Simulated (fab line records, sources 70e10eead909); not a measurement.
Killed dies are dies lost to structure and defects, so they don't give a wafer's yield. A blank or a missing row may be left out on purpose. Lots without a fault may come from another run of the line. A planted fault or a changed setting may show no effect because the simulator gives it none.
fab line records | flow nand_harc
record lots=14 wafers=42 last_day=33
route steps=1302 shown A_CONTACT@1060 THIN_TSV@1250 END@1302
lots that met no fault: from a run of the same line without faults
start_h: hours from the record's first day to the start of the lot's first wafer shown | wait_h: hours since the lot's step before | " the same as in the row above | L1.1+2: a row that stands for several wafers | - no value, or no start given | * or withheld: withheld | < > ~ a bound
route shown NAME@n: a module of which the file shows steps, and the number in the route of the first | usual: mean/standard deviation of fault-free wafers | same: alike in all rows | chamber/n: place in a boat | sites: the reading at each site | _std_site: their standard deviation | _edge_site: outer sites' mean less inner sites' | radius_mm: how far each site lies from the wafer's centre | mask NAME#n: copy n | behind: the tool/chamber that last shaped the wafer | hold: why the lot was held/for how many hours/how that ended | device: the transistor (n, p or np) that didn't switch | end of line: the same wafers' tests at the end of the route | a step without rows: its recipe alone | killed: dies lost to structure and defects at the first sort, not the wafer's yield | map: a wafer's dies, x killed, . not, _ none there
set.NAME: the setting as run; set.NAME@STEP: as run at that earlier step | model.NAME: the simulator's own value behind a step, which no gauge read
steps of the route over a sample of lots; a table a step, a row a wafer
services: from which hour (start_h, from the record's first day; less than 0 if before it) a tool's chamber was out of use, for how many hours, and why
## steps
# step NHARC_A_CONTACT_STRIP_103
# recipe n2_flow_sccm=150 h2_flow_sccm=150 ar_flow_sccm=0 bias_w=0 chemistry=N2/H2
# columns lot.wafer tool chamber start_h wait_h
L368.2+1+6 rie_diel-04 1,3,0 517.67 0.1
L369.2+3+4 rie_diel-04 3,0,2 519.08 0.1
L370.1+2+5 rie_diel-04 0,2,3 525.34 0.1
L371.2+4+6 rie_diel-04 0,0,2 527.67 0.1
L373.1+2+5 rie_diel-04 1,2,0 544.22 0.1
L374.3+6+5 rie_diel-11 3,3,0 564.57 0.1
L375.1+3+6 rie_diel-04 2,1,3 567.77 0.1
L377.1+2+5 rie_diel-04 1,2,3 605.77 0.1
L379.3+6+5 rie_diel-04 2,2,3 612.15 0.1
L380.2+3+6 rie_diel-11 0,2,1 634.65 0.1
L383.4+3+1 rie_diel-04 3,1,2 641.96 0.1
L382.4+5+6 rie_diel-04 3,1,2 656.39 0.1
L390.3+4+1 rie_diel-04 2,0,1 731.19 0.1
L391.2+4+5 rie_diel-04 2,3,0 738.37 0.1
# step NHARC_THIN_TSV_DEP_43
# recipe target_thk_a=13285 temp_c=withheld pressure_torr=6.5 rf_w=900 teos_flow_sccm=161.4 flow_sccm=2650 target_thk_nm=1328.5 gas=O2 material=SiO2
# usual throttle_valve_pct=15.7/0.49
# columns lot.wafer tool chamber start_h wait_h throttle_valve_pct
L368.1 pecvd-03 0 560.02 - 16.0
L368.2 " 1 " " 15.3
L368.6 " 0 " " 15.7
L369.2 pecvd-03 1 561.12 - 15.6
L369.3 " 0 " " 15.7
L369.4 " 1 " " 15.2
L371.2 pecvd-03 0 564.93 - 15.9
L371.4 " 2 " " 14.9
L371.6 " 1 " " 15.6
L370.1 pecvd-03 0 566.10 - 16.3
L370.2 " 2 " " 15.1
L370.5 " 0 " " 16.1
L373.2 pecvd-04 2 592.35 - 15.9
L373.1 " 0 " " 15.5
L373.5 " 2 " " 16.0
L375.3 pecvd-04 0 603.12 - 15.7
L375.1 " 1 " " 15.9
L375.6 " 0 " " 15.8
L374.3 pecvd-04 2 604.32 - 16.0
L374.6 " 0 " " 16.0
L374.5 " 1 " " 16.3
L377.1 pecvd-04 1 645.45 - 15.7
L377.2 " 2 " " 15.9
L377.5 " 0 " " 15.4
L379.3 pecvd-03 0 653.63 - 16.1
L379.6 " 1 " " 15.4
L379.5 " 2 " " 14.7
L380.2 pecvd-04 1 673.75 - 15.8
L380.3 " 2 " " 16.0
L380.6 " 1 " " 15.8
L383.1 pecvd-02 1 680.22 - 16.0
L383.3 " 2 " " 15.6
L383.4 " 1 " " 16.0
L382.5 pecvd-03 0 697.10 - 16.4
L382.4 " 1 " " 15.9
L382.6 " 2 " " 15.2
L390.1 pecvd-04 0 768.91 - 15.7
L390.4 " 0 " " 15.6
L390.3 " 2 " " 16.1
L391.2 pecvd-03 2 780.68 - 14.5
L391.5 " 0 " " 16.4
L391.4 " 1 " " 15.1
# step NHARC_THIN_TSV_ETCH_15
# recipe target_depth_a=30000 bosch_target_overetch_cycles=2 bosch_etch_step_s=2.8 bosch_dep_step_s=1.2 bosch_cycles=14
# usual drypump_motor_current_A=5.3/0.35
# columns lot.wafer tool chamber start_h wait_h drypump_motor_current_A rf_hours_counter_h
L368.2 rie_si-06 1 561.69 - 5.0 0.8
L368.1 " 2 " " 5.2 0.7
L368.6 " 0 " " 5.8 -
L369.2 rie_si-03 2 562.77 - 5.4 1.0
L369.4 " 0 " " 4.9 0.9
L369.3 " 1 " " 6.0 1.1
L371.4 rie_si-03 2 566.53 - 5.5 1.0
L371.2 " 3 " " 5.3 0.9
L371.6 " 2 " " 5.5 -
L370.2 rie_si-03 3 567.63 - 5.2 0.9
L370.1 " 0 " " 4.9 0.9
L370.5 " 3 " " 5.2 -
L373.1 rie_si-03 3 593.82 - 5.3 0.1
L373.2 " 1 " " 6.0 0.1
L373.5 " 0 " " 4.9 -
L375.1 rie_si-03 0 604.77 - 5.0 0.1
L375.3 " 1 " " 6.0 0.1
L375.6 " 1 " " 6.0 -
L374.3 rie_si-03 1 605.85 - 6.0 0.2
L374.6 " 1 " " 6.0 -
L374.5 " 2 " " 5.4 -
L377.1 rie_si-03 0 646.97 - 4.9 0.4
L377.2 " 2 " " 5.4 0.4
L377.5 " 0 " " 5.0 -
L379.3 rie_si-01 0 655.33 - 5.4 0.7
L379.6 " 1 " " 5.8 -
L379.5 " 2 " " 4.9 -
L380.3 rie_si-06 0 675.75 0.5 5.8 0.3
L380.2 " 1 " " 5.0 0.3
L380.6 " 0 " " 5.8 -
L383.3 rie_si-06 0 681.87 - 5.9 0.3
L383.4 " 1 " " 5.0 0.4
L383.1 " 3 " " 5.3 0.3
L382.4 rie_si-03 1 698.65 - 6.0 0.8
L382.6 " 3 " " 5.2 -
L382.5 " 0 " " 4.9 -
L390.3 rie_si-01 2 770.68 - 4.9 0.2
L390.4 " 3 " " 5.0 0.2
L390.1 " 1 " " 5.8 0.2
L391.2 rie_si-01 3 782.33 - 5.0 0.4
L391.4 " 2 " " 4.9 0.4
L391.5 " 0 " " 5.4 -
# step NHARC_THIN_TSV_CD_MEAS_37
# usual cd_nm=4998.0/2.8
# columns lot.wafer tool chamber start_h wait_h cd_nm
L368.1 cd_sem-01 - 568.07 - 5000.7
L368.2 " - " " 4998.9
L368.6 " - " " 4995.2
L369.2 cd_sem-02 - 569.31 - 4996.7
L369.3 " - " " 5000.5
L369.4 " - " " 4997.7
L371.2 cd_sem-01 - 573.08 - 4998.3
L371.4 " - " " 4999.8
L371.6 " - " " 5000.6
L370.1 cd_sem-02 - 574.12 - 4999.1
L370.2 " - " " 4995.0
L370.5 " - " " 4997.9
L373.1 cd_sem-03 - 600.41 - 4993.0
L373.2 " - " " 4992.4
L373.5 " - " " 4995.7
L375.1 cd_sem-02 - 611.28 - 4994.9
L375.3 " - " " 4999.2
L375.6 " - " " 4998.3
L374.3 cd_sem-02 - 612.47 - 5000.5
L374.5 " - " " 4996.3
L374.6 " - " " 5003.1
L377.1 cd_sem-01 - 653.51 - 4998.0
L377.2 " - " " 4999.7
L377.5 " - " " 4999.0
L379.3 cd_sem-03 - 661.85 - 4993.1
L379.5 " - " " 5000.3
L379.6 " - " " 4995.9
L380.2 cd_sem-03 - 682.37 - 4995.1
L380.3 " - " " 4996.3
L380.6 " - " " 4996.6
L383.1 cd_sem-02 - 688.56 - 4998.1
L383.3 " - " " 4999.0
L383.4 " - " " 4997.4
L382.4 cd_sem-01 - 705.85 - 4998.2
L382.5 " - " " 4999.2
L382.6 " - " " 4998.7
L390.1 cd_sem-03 - 777.24 - 4999.9
L390.3 " - " " 4999.8
L390.4 " - " " 4999.0
L391.2 cd_sem-03 - 789.02 - 5000.3
L391.4 " - " " 4998.5
L391.5 " - " " 4994.3
# step NHARC_END_SORT_01
# recipe temp_c=25
# usual killed_at_array=55/20 killed_at_other=0.7/0.96 killed_at_periphery=4.1/2.4 killed_dies=60/20 killed_open=3.3/1.9 killed_short=2.8/1.6
# same gross_dies=677
# columns lot.wafer tool chamber start_h wait_h killed_at_array killed_at_other killed_at_periphery killed_dies killed_open killed_short
L390.1 prober-01 0 782.71 2.5 155 1 2 158 4 3
L390.3 prober-01 0 784.32 3.1 156 0 3 159 3 2
L390.4 prober-01 0 785.12 3.4 135 0 3 138 3 0
L391.2 prober-01 0 799.02 2.8 150 1 2 153 2 9
L391.4 prober-01 0 800.61 3.4 107 0 3 110 4 3
L391.5 prober-01 0 801.40 3.7 129 0 5 134 2 2
# killed by level:class
L390.1 A_CONTACT:unspecified=78 A_SLIT:chamber_film_flake=35 A_CHANNEL_HOLE_D2:chamber_film_flake=26 A_M1:chamber_film_flake=3 A_CHANNEL_FILL_D2:geometric_particle:short=2 A_WL_FILL:chamber_film_flake=2 P_CONTACT:geometric_particle:open=1 A_CHANNEL_HOLE_D1:geometric_particle:short=1
L390.3 A_CONTACT:unspecified=78 A_CHANNEL_HOLE_D2:chamber_film_flake=32 A_SLIT:chamber_film_flake=26 A_CONTACT:chamber_film_flake=7 A_CHANNEL_HOLE_D1:chamber_film_flake=3 P_ZERO_WELL:chamber_film_flake=2 A_CHANNEL_FILL_D1:chamber_film_flake=2 A_STAIRCASE:chamber_film_flake=2
L390.4 A_CONTACT:unspecified=70 A_CHANNEL_HOLE_D2:chamber_film_flake=25 A_SLIT:chamber_film_flake=22 A_CONTACT:chamber_film_flake=9 A_STAIRCASE:chamber_film_flake=3 A_CHANNEL_FILL_D2:chamber_film_flake=2 A_ONON_D2:geometric_particle:open=1 A_WL_FILL:geometric_particle:open=1
L391.2 A_CONTACT:unspecified=72 A_CHANNEL_HOLE_D2:chamber_film_flake=29 A_CHANNEL_HOLE_D1:chamber_film_flake=23 A_SLIT:chamber_film_flake=7 A_CONTACT:chamber_film_flake=4 A_CHANNEL_FILL_D2:geometric_particle:short=2 A_WL_FILL:geometric_particle:short=2 A_STAIRCASE:chamber_film_flake=2
L391.4 A_CONTACT:unspecified=45 A_CHANNEL_HOLE_D2:chamber_film_flake=27 A_CHANNEL_HOLE_D1:chamber_film_flake=8 A_SLIT:chamber_film_flake=8 A_STAIRCASE:chamber_film_flake=5 A_SGD_CUT:chamber_film_flake=3 A_WL_FILL:geometric_particle:open=2 P_M0:chamber_film_flake=2
L391.5 A_CONTACT:unspecified=75 A_CHANNEL_HOLE_D2:chamber_film_flake=20 A_SLIT:chamber_film_flake=10 A_CHANNEL_HOLE_D1:chamber_film_flake=8 A_STAIRCASE:chamber_film_flake=5 P_M0:chamber_film_flake=3 A_CONTACT:chamber_film_flake=3 P_GATE:chamber_film_flake=2
## services
# columns tool chamber start_h hours kind
rie_diel-04 3 496.33 4.9 repair
rie_diel-04 - 516.83 0.2 repair
pecvd-04 - 522.61 1.1 repair
rie_si-03 1 527.11 4.6 repair
pecvd-04 2 538.55 2.9 repair
rie_si-01 - 547.00 9.0 pm
pecvd-03 - 547.02 13.0 pm
rie_si-03 - 575.00 9.0 pm
pecvd-03 1 588.20 11.1 repair
rie_diel-04 0 592.26 5.9 repair
rie_si-06 - 603.00 9.0 pm
rie_diel-04 - 606.46 0.9 repair
pecvd-04 - 631.71 13.0 pm
rie_si-01 1 634.92 7.3 repair
rie_si-06 1 649.87 7.1 repair
pecvd-04 2 661.68 5.1 repair
rie_diel-04 - 709.19 9.0 pm
pecvd-03 - 728.02 13.0 pm
pecvd-04 - 735.93 2.2 repair
rie_diel-04 - 739.98 1.1 repair
pecvd-04 - 740.44 0.4 repair
rie_diel-04 2 750.79 8.5 repair
rie_si-03 - 752.00 9.0 pm
rie_diel-04 - 764.16 17.4 repair
## key
first_sign step=NHARC_END_SORT_01 reading=killed_at_array direction=up sigmas=4.2 usual=55 struck=139
effect step=NHARC_END_SORT_01 reading=killed_dies direction=up sigmas=4.1 usual=60 struck=142
more_kills_born_at NHARC_A_CONTACT_STRIP_103@rie_diel-04=415
met_at NHARC_A_CONTACT_STRIP_103
struck_lots L390,L391
tester_left_out L390,L391
not_acting_at NHARC_THIN_TSV_DEP_43,NHARC_THIN_TSV_ETCH_15,NHARC_THIN_TSV_CD_MEAS_37
onset_between 656.39 731.19
also_fits time
fault kind=chamber_particle_source tool=rie_diel-04 chamber=- onset_h=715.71 steps=NHARC_A_CONTACT_STRIP_103 rate_per_visit_cm2=0.62454 end_h=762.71
# tester_left_out: of these lots the tester's yield and bins aren't shown, on N5 and GAA mostly nor the transistor test; their killed dies are dies lost to structure and defects alone, not to doping, threshold or leakage, so they don't give the yield
